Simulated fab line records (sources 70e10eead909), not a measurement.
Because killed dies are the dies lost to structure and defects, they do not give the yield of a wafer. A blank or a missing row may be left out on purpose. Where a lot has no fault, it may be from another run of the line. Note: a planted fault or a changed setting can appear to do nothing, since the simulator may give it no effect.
Chamber matching    flow nandHarc    NHARC_P_M1_STRIP_18 on rieDiel-06: 4 sister chambers
The step strips in N2/H2. 8 wafers are shown with their chamber, then 7 later ones without.

WAFERS, EACH WITH ITS CHAMBER
wafer   chamber  drypumpMotorCurrentA (A)  oesProductAu (a.u.)
L084.5  2        6.0                       0.992
L087.1  2        6.0                       0.998
L087.6  0        5.3                       0.993
L091.3  1        5.8                       0.994
L091.5  0        5.3                       1.001
L091.6  1        5.8                       1.003
L092.3  3        5.2                       0.976
L092.5  3        5.3                       0.977

WAFERS MISSING THEIR CHAMBER
wafer   drypumpMotorCurrentA (A)  oesProductAu (a.u.)
L092.6  5.4                       0.988
L094.2  6.0                       0.983
L094.4  5.3                       0.980
L094.6  6.0                       0.990
L096.1  5.3                       1.012
L096.2  5.8                       1.007
L096.3  6.0                       0.985

CHAMBER TAKEN BY EACH
wafer   from the rows above      in truth
L092.6  can't be placed: 0 or 3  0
L094.2  2                        2
L094.4  can't be placed: 3 or 0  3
L094.6  2                        2
L096.1  0                        0
L096.2  1                        1
L096.3  2                        2
5 of 7 placed correctly. Cannot be placed on the basis of these rows: 2; the candidates contain the true chamber in 2. Number placed wrongly: 0.
How it was worked out, from the rows above alone: a wafer's distance from a chamber is the root of the sum, over the readings, of the square of ((its reading less the chamber's mean) divided by the reading's scatter). If the next closest chamber is less than 2 further off than the closest, the wafer can't be placed; otherwise it belongs to the closest. A chamber's mean is the mean of its shown wafers. The scatter: take each reading less its chamber's mean, square it, sum over the shown wafers, divide by the number of wafers less the number of chambers, and take the root.
